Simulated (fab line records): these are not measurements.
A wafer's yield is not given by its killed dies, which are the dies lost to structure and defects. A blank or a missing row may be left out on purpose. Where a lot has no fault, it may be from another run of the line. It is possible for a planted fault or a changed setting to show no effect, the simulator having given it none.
Lot-split experiment	flow n5Finfet	route with 1938 steps; 7 lots, 21 wafers read

== THE SPLIT ==
At N5_PMOS_HMC_CHANNEL_EPI_ETCH_32 (etches BARC in N2/H2, stops on SiO2, target depth 85.8 nm, time 50.3 s), the setting biasW was moved away from the recipe's 150 W on 5 of the 21 wafers read, by +7.5% to +17.1%. For the rest of the wafers, this setting stayed at what the recipe calls for.

The reading comes from the split's own step.

== THE READING ==
rfVppV, in V, at N5_PMOS_HMC_CHANNEL_EPI_ETCH_32 (etches BARC in N2/H2, stops on SiO2, target depth 85.8 nm, time 50.3 s). A value of 524.5 V with a standard deviation of 2.6 V is what fault-free wafers of this fab line usually give.

wafer	tool, chamber at the split	biasW as run, W	against the recipe	rfVppV, V	against lot-mates on the recipe
L079.1	rieDiel-03, 3	150	recipe	524.2	-
L079.4	rieDiel-03, 2	175.7	+17.1%	582.2	+58.0
L079.6	rieDiel-03, 2	175.7	+17.1%	581.5	+57.3
L084.2	rieDiel-02, 0	150	recipe	527.1	-
L084.3	rieDiel-02, 2	161.2	+7.5%	551.4	+24.3
L084.4	rieDiel-02, 3	161.2	+7.5%	545.5	+18.4
L086.1	rieDiel-03, 0	150	recipe	526.6	-
L086.3	rieDiel-03, 2	150	recipe	526.6	-
L086.4	rieDiel-03, 3	150	recipe	524.9	-
L088.2	rieDiel-02, 2	167	+11.3%	564.5	+42.8
L088.4	rieDiel-02, 1	150	recipe	523.1	-
L088.6	rieDiel-02, 3	150	recipe	520.3	-
L095.1	rieDiel-05, 0	150	recipe	523.8	-
L095.3	rieDiel-05, 1	150	recipe	527.8	-
L095.6	rieDiel-05, 3	150	recipe	524.5	-
L096.3	rieDiel-02, 3	150	recipe	522.5	-
L096.5	rieDiel-02, 1	150	recipe	520.4	-
L096.6	rieDiel-02, 0	150	recipe	526.5	-
L097.2	rieDiel-02, 3	150	recipe	520.6	-
L097.5	rieDiel-02, 0	150	recipe	526.2	-
L097.6	rieDiel-02, 2	150	recipe	526.5	-

FIT RESULTS
A straight line over all 21 wafers: rfVppV changes by +3.36 V for each +1% of biasW; r = +0.99; the points scatter about the line by 2.5 V.
The same after taking each lot's own level away (the mean of its wafers on the recipe; 21 wafers): +3.37 V for each +1%; r = +0.99; scatter 2.6 V.
That fit puts the effect of the largest move of biasW on the reading at 58 V.
Measured against the standard deviation above, the lots' own levels, which go from 521.70 to 527.10 V, span 2.1 times it.
So the lot-to-lot level changes the slope little: the two slopes agree.
Check: with one of the wafers moved furthest among these (+17.1%) left out of the fit, the line predicts +57.4 V for it against its lot-mates. It came out at +58 V against them.
Tool readings at the split's step, against how far the setting was moved: rfVppV r = +0.99.

== OTHER SPLITS ON THESE WAFERS ==
Before the reading, these wafers also passed through other splits. Each is held against what the fit with the lots' levels taken away leaves over:
other split on the same wafers	wafers away from the commonest value	r with rfVppV (lot level and that fit taken away)
N5_PMOS_HMC_CHANNEL_EPI_EXPOSE_06 doseMj	8	-0.28

== FILE'S OWN FIT ==
rfVppV changes by +3.42 V for each +1% of biasW, r = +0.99.
